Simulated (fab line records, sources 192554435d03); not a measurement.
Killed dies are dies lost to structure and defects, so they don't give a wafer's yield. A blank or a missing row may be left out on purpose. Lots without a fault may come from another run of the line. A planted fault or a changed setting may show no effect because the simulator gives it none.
Which tool did it? | flow n5_finfet | 24 lots, 72 wafers sampled, at 5 steps of a route of 1938

WHAT THE GAUGES READ, wafer by wafer
N5_BEOL_M7_CD_MEAS_18: pitch 80 nm, target cd 40 nm. Usual: cd_nm 40.1 nm, standard deviation 0.43.
lot  | measured     | on        | cd_nm (nm)     | flag
L074 | day 8 21:41  | cd_sem-02 | 40.4 40.4 40.0 |
L075 | day 9 04:04  | cd_sem-01 | 39.8 39.3 39.3 |
L076 | day 9 16:05  | cd_sem-01 | 40.6 40.0 40.6 |
L077 | day 9 16:17  | cd_sem-01 | 39.7 39.1 40.4 |
L078 | day 10 02:00 | cd_sem-03 | 40.4 39.7 40.0 |
L079 | day 10 04:35 | cd_sem-02 | 39.7 39.5 40.6 |
L080 | day 10 13:04 | cd_sem-03 | 41.1 40.5 40.4 |
L081 | day 10 18:10 | cd_sem-03 | 40.2 39.8 40.4 |
L082 | day 11 00:46 | cd_sem-01 | 40.6 40.5 40.1 |
L083 | day 11 01:05 | cd_sem-01 | 39.6 40.5 39.4 |
L084 | day 11 08:29 | cd_sem-01 | 39.8 39.4 39.3 |
L085 | day 11 20:09 | cd_sem-03 | 39.5 39.8 40.5 |
L086 | day 12 02:57 | cd_sem-01 | 40.9 40.7 39.9 |
L087 | day 12 03:40 | cd_sem-01 | 40.0 40.0 39.8 |
L089 | day 12 14:18 | cd_sem-01 | 39.9 39.8 39.9 |
L090 | day 12 22:04 | cd_sem-01 | 40.1 40.3 40.0 |
L088 | day 12 22:26 | cd_sem-02 | 40.2 39.8 40.5 |
L093 | day 13 12:23 | cd_sem-02 | 40.2 40.3 39.1 |
L091 | day 13 16:16 | cd_sem-01 | 40.1 40.7 40.1 |
L092 | day 13 19:10 | cd_sem-02 | 40.0 40.8 40.2 |
L094 | day 13 19:38 | cd_sem-03 | 39.5 40.3 40.3 |
L095 | day 14 00:33 | cd_sem-02 | 39.3 40.7 40.3 |
L096 | day 14 20:32 | cd_sem-03 | 40.6 39.7 39.8 |
L097 | day 15 06:23 | cd_sem-01 | 40.0 40.8 40.7 |

WHICH TOOL RAN EACH LOT (tool, then ch and the chambers of the sampled wafers, then the start)
lot  | N5_BEOL_M6_DEGAS_44          | N5_BEOL_M6_ANNEAL_51             | N5_BEOL_M7_PECVD_70             | N5_BEOL_M7_STRIP_67
L074 | pvd_sputter-02, day 8 13:32  | rtp_anneal-02 ch 0, day 8 18:17  | pecvd-02 ch 0,1,2, day 8 19:41  | rie_diel-04 ch 0,1,3, day 8 21:28
L075 | pvd_sputter-03, day 8 19:51  | rtp_anneal-02 ch 0, day 9 00:25  | pecvd-03 ch 0,2, day 9 01:47    | rie_diel-03 ch 0,1,3, day 9 03:50
L076 | pvd_sputter-03, day 9 05:50  | rtp_anneal-02 ch 0, day 9 11:28  | pecvd-01 ch 0,1, day 9 12:54    | rie_diel-04 ch 1,2,3, day 9 15:49
L077 | pvd_sputter-01, day 9 07:07  | rtp_anneal-02 ch 0, day 9 12:33  | pecvd-02 ch 0,1, day 9 14:08    | rie_diel-04 ch 2,3, day 9 16:04
L078 | pvd_sputter-01, day 9 18:07  | rtp_anneal-02 ch 0, day 9 23:24  | pecvd-01 ch 1,2, day 10 00:46   | rie_diel-03 ch 0,3, day 10 01:46
L079 | pvd_sputter-01, day 9 19:36  | rtp_anneal-02 ch 0, day 10 01:22 | pecvd-01 ch 0,2, day 10 02:41   | rie_diel-04 ch 0,1,3, day 10 04:22
L080 | pvd_sputter-03, day 10 05:58 | rtp_anneal-02 ch 0, day 10 09:31 | pecvd-02 ch 0,2, day 10 10:50   | rie_diel-04 ch 2,3, day 10 12:47
L081 | pvd_sputter-01, day 10 13:52 | rtp_anneal-02 ch 0, day 10 15:29 | pecvd-02 ch 0,1, day 10 16:52   | rie_diel-02 ch 0,1,3, day 10 17:57
L082 | pvd_sputter-01, day 10 17:28 | rtp_anneal-01 ch 0, day 10 20:20 | pecvd-03 ch 1,2, day 10 21:41   | rie_diel-03 ch 1,2, day 11 00:33
L083 | pvd_sputter-03, day 10 20:10 | rtp_anneal-02 ch 0, day 10 21:13 | pecvd-03 ch 0,1,2, day 10 22:37 | rie_diel-03 ch 0,2,3, day 11 00:50
L084 | pvd_sputter-02, day 11 03:16 | rtp_anneal-02 ch 0, day 11 04:16 | pecvd-03 ch 1,2, day 11 05:37   | rie_diel-03 ch 0,1,3, day 11 08:16
L085 | pvd_sputter-02, day 11 14:50 | rtp_anneal-02 ch 0, day 11 16:41 | pecvd-01 ch 0,1, day 11 18:05   | rie_diel-03 ch 1,3, day 11 19:48
L086 | pvd_sputter-02, day 11 19:13 | rtp_anneal-01 ch 0, day 11 23:04 | pecvd-02 ch 0,2, day 12 00:26   | rie_diel-04 ch 0,1,2, day 12 02:43
L087 | pvd_sputter-03, day 11 19:22 | rtp_anneal-01 ch 0, day 12 00:50 | pecvd-01 ch 0,1,2, day 12 02:15 | rie_diel-04 ch 1,2,3, day 12 03:27
L089 | pvd_sputter-01, day 12 08:27 | rtp_anneal-01 ch 0, day 12 09:40 | pecvd-01 ch 0,1,2, day 12 11:04 | rie_diel-03 ch 0,2,3, day 12 14:01
L090 | pvd_sputter-02, day 12 16:41 | rtp_anneal-01 ch 0, day 12 17:32 | pecvd-02 ch 0,1, day 12 18:58   | rie_diel-03 ch 1,2,3, day 12 21:41
L088 | pvd_sputter-03, day 12 16:53 | rtp_anneal-01 ch 0, day 12 17:56 | pecvd-02 ch 0,1, day 12 19:26   | rie_diel-04 ch 0,1,2, day 12 22:02
L093 | pvd_sputter-03, day 13 07:38 | rtp_anneal-01 ch 0, day 13 08:40 | pecvd-03 ch 0,1,2, day 13 10:19 | rie_diel-04 ch 0,1, day 13 12:07
L091 | pvd_sputter-02, day 13 11:41 | rtp_anneal-01 ch 0, day 13 13:30 | pecvd-02 ch 1,2, day 13 14:51   | rie_diel-03 ch 1,2, day 13 16:02
L092 | pvd_sputter-01, day 13 15:16 | rtp_anneal-01 ch 0, day 13 16:24 | pecvd-01 ch 0,1, day 13 17:50   | rie_diel-02 ch 0,1,3, day 13 18:56
L094 | pvd_sputter-03, day 13 15:17 | rtp_anneal-02 ch 0, day 13 16:44 | pecvd-02 ch 1,2, day 13 18:10   | rie_diel-02 ch 0,3, day 13 19:17
L095 | pvd_sputter-01, day 13 18:46 | rtp_anneal-02 ch 0, day 13 20:46 | pecvd-01 ch 0,1,2, day 13 22:05 | rie_diel-02 ch 0,1,2, day 14 00:20
L096 | pvd_sputter-01, day 14 15:10 | rtp_anneal-02 ch 0, day 14 16:44 | pecvd-01 ch 0,1, day 14 18:08   | rie_diel-03 ch 0,1, day 14 20:13
L097 | pvd_sputter-03, day 15 01:50 | rtp_anneal-01 ch 0, day 15 03:02 | pecvd-03 ch 0,1,2, day 15 04:28 | rie_diel-02 ch 1,3, day 15 06:04
- N5_BEOL_M6_DEGAS_44: time 60 s.
- N5_BEOL_M6_ANNEAL_51: time 90 s.
- N5_BEOL_M7_PECVD_70: deposits SiO2 from TEOS/O2, target thk 20 nm, time 22.7 s.
- N5_BEOL_M7_STRIP_67: strips in CF4.

WHAT THE TOOLS THEMSELVES READ (means of the sampled wafers that have a number; where no wafer has one, the mark that the record gives instead)
N5_BEOL_M6_DEGAS_44. Usual: heater_power_w 342 W, standard deviation 31.
lot  | tool           | heater_power_w (W) | flag
L074 | pvd_sputter-02 | 380                |
L075 | pvd_sputter-03 | 328                |
L076 | pvd_sputter-03 | 321                |
L077 | pvd_sputter-01 | 348                |
L078 | pvd_sputter-01 | 344                |
L079 | pvd_sputter-01 | 348                |
L080 | pvd_sputter-03 | 315                |
L081 | pvd_sputter-01 | 351                |
L082 | pvd_sputter-01 | 348                |
L083 | pvd_sputter-03 | 314                |
L084 | pvd_sputter-02 | 331                |
L085 | pvd_sputter-02 | 365                |
L086 | pvd_sputter-02 | 374                |
L087 | pvd_sputter-03 | 309                |
L089 | pvd_sputter-01 | 352                |
L090 | pvd_sputter-02 | 342                |
L088 | pvd_sputter-03 | 316                |
L093 | pvd_sputter-03 | 312                |
L091 | pvd_sputter-02 | 354                |
L092 | pvd_sputter-01 | 342                |
L094 | pvd_sputter-03 | 321                |
L095 | pvd_sputter-01 | 346                |
L096 | pvd_sputter-01 | 335                |
L097 | pvd_sputter-03 | 329                |

N5_BEOL_M6_ANNEAL_51. Usual: wafer_temp_C_max 225.66, standard deviation 0.23.
lot  | tool          | wafer_temp_C_max | flag
L074 | rtp_anneal-02 | 225.62           |
L075 | rtp_anneal-02 | 225.48           |
L076 | rtp_anneal-02 | 225.72           |
L077 | rtp_anneal-02 | 225.86           |
L078 | rtp_anneal-02 | 225.88           |
L079 | rtp_anneal-02 | 225.74           |
L080 | rtp_anneal-02 | 225.71           |
L081 | rtp_anneal-02 | 225.68           |
L082 | rtp_anneal-01 | 225.16           |
L083 | rtp_anneal-02 | 225.81           |
L084 | rtp_anneal-02 | 225.59           |
L085 | rtp_anneal-02 | 225.70           |
L086 | rtp_anneal-01 | 225.81           |
L087 | rtp_anneal-01 | 225.55           |
L089 | rtp_anneal-01 | 225.57           |
L090 | rtp_anneal-01 | 225.69           |
L088 | rtp_anneal-01 | 225.37           |
L093 | rtp_anneal-01 | 225.55           |
L091 | rtp_anneal-01 | 225.53           |
L092 | rtp_anneal-01 | 225.62           |
L094 | rtp_anneal-02 | 226.05           |
L095 | rtp_anneal-02 | 225.92           |
L096 | rtp_anneal-02 | 226.04           |
L097 | rtp_anneal-01 | 225.46           |

N5_BEOL_M7_PECVD_70. Usual: heater_power_w 786 W, standard deviation 79; showerhead_plenum_p_Torr 8.76 Torr, standard deviation 0.056; throttle_valve_pct 21.9 %, standard deviation 1.3.
lot  | tool     | heater_power_w (W) | showerhead_plenum_p_Torr (Torr) | throttle_valve_pct (%) | flag
L074 | pecvd-02 | 727                | 8.74                            | 20.9                   |
L075 | pecvd-03 | 857                | 8.73                            | 23.3                   |
L076 | pecvd-01 | 830                | 8.80                            | 23.5                   |
L077 | pecvd-02 | 740                | 8.71                            | 21.0                   |
L078 | pecvd-01 | 849                | 8.81                            | 21.6                   |
L079 | pecvd-01 | 819                | 8.82                            | 22.5                   |
L080 | pecvd-02 | 800                | 8.78                            | 20.7                   |
L081 | pecvd-02 | 702                | 8.70                            | 20.9                   |
L082 | pecvd-03 | 862                | 8.75                            | 22.0                   |
L083 | pecvd-03 | 762                | 8.76                            | 22.6                   |
L084 | pecvd-03 | 809                | 8.78                            | 22.0                   |
L085 | pecvd-01 | 831                | 8.80                            | 23.5                   |
L086 | pecvd-02 | 782                | 8.78                            | 20.7                   |
L087 | pecvd-01 | 830                | 8.78                            | 22.6                   |
L089 | pecvd-01 | 842                | 8.81                            | 22.4                   |
L090 | pecvd-02 | 757                | 8.71                            | 21.0                   |
L088 | pecvd-02 | 725                | 8.70                            | 20.9                   |
L093 | pecvd-03 | 741                | 8.77                            | 22.7                   |
L091 | pecvd-02 | 724                | 8.72                            | 20.7                   |
L092 | pecvd-01 | 788                | 8.80                            | 23.5                   |
L094 | pecvd-02 | 699                | 8.73                            | 20.7                   |
L095 | pecvd-01 | 776                | 8.79                            | 22.6                   |
L096 | pecvd-01 | 835                | 8.80                            | 23.5                   |
L097 | pecvd-03 | 798                | 8.78                            | 22.8                   |

N5_BEOL_M7_STRIP_67. Usual: drypump_motor_current_A 5.8 A, standard deviation 0.47; oes_product_au 0.78 a.u., standard deviation 0.088; rf_vpp_V 270.6 V, standard deviation 1.5; showerhead_plenum_p_Torr 1.77 Torr, standard deviation 0.053; throttle_valve_pct 13.58 %, standard deviation 0.28.
lot  | tool        | drypump_motor_current_A (A) | oes_product_au (a.u.) | rf_vpp_V (V) | showerhead_plenum_p_Torr (Torr) | throttle_valve_pct (%) | flag
L074 | rie_diel-04 | 5.8                         | 0.73                  | 271.6        | 1.81                            | 13.78                  |
L075 | rie_diel-03 | 5.7                         | 0.84                  | 269.7        | 1.76                            | 13.50                  |
L076 | rie_diel-04 | 5.9                         | 0.81                  | 271.6        | 1.80                            | 13.58                  |
L077 | rie_diel-04 | 5.7                         | 0.89                  | 271.1        | 1.78                            | 13.54                  |
L078 | rie_diel-03 | 6.2                         | 0.78                  | 269.3        | 1.72                            | 13.62                  |
L079 | rie_diel-04 | 5.8                         | 0.72                  | 272.2        | 1.80                            | 13.80                  |
L080 | rie_diel-04 | 5.7                         | 0.87                  | 270.3        | 1.78                            | 13.55                  |
L081 | rie_diel-02 | 5.9                         | 0.80                  | 270.7        | 1.76                            | 13.37                  |
L082 | rie_diel-03 | 5.2                         | 0.86                  | 270.4        | 1.79                            | 13.37                  |
L083 | rie_diel-03 | 6.2                         | 0.75                  | 269.2        | 1.72                            | 13.65                  |
L084 | rie_diel-03 | 5.7                         | 0.82                  | 270.6        | 1.75                            | 13.52                  |
L085 | rie_diel-03 | 5.2                         | 0.88                  | 271.6        | 1.80                            | 13.35                  |
L086 | rie_diel-04 | 5.8                         | 0.78                  | 270.3        | 1.80                            | 13.67                  |
L087 | rie_diel-04 | 5.9                         | 0.78                  | 270.9        | 1.80                            | 13.65                  |
L089 | rie_diel-03 | 6.2                         | 0.73                  | 269.8        | 1.72                            | 13.69                  |
L090 | rie_diel-03 | 5.7                         | 0.79                  | 270.6        | 1.76                            | 13.52                  |
L088 | rie_diel-04 | 5.8                         | 0.77                  | 270.6        | 1.80                            | 13.69                  |
L093 | rie_diel-04 | 5.9                         | 0.71                  | 271.8        | 1.82                            | 13.77                  |
L091 | rie_diel-03 | 5.7                         | 0.77                  | 270.6        | 1.75                            | 13.55                  |
L092 | rie_diel-02 | 5.9                         | 0.77                  | 270.5        | 1.76                            | 13.42                  |
L094 | rie_diel-02 | 5.9                         | 0.77                  | 271.9        | 1.80                            | 13.59                  |
L095 | rie_diel-02 | 5.5                         | 0.77                  | 269.6        | 1.73                            | 13.41                  |
L096 | rie_diel-03 | 5.2                         | 0.82                  | 269.9        | 1.78                            | 13.48                  |
L097 | rie_diel-02 | 5.9                         | 0.77                  | 269.1        | 1.71                            | 13.26                  |

THE ANSWER, worked out from the rows above alone
Rule: a lot is off if the mean of its wafers that have a number lies more than 3 standard deviations from the usual mean. A lot without any number at a reading at which 4 lots or more have one is off too. The other lots that the step has rows for count as sound. The gauges are gone through in route order, then the tools' own readings, and for those a lot's mean is taken as printed above. The first step at which some lot is off is used, and at that step the reading that is off furthest; a lot without a number counts as furthest.
No lot is off at any reading shown: from this, nothing can be told.

WHAT THE SIMULATOR HAD PUT IN
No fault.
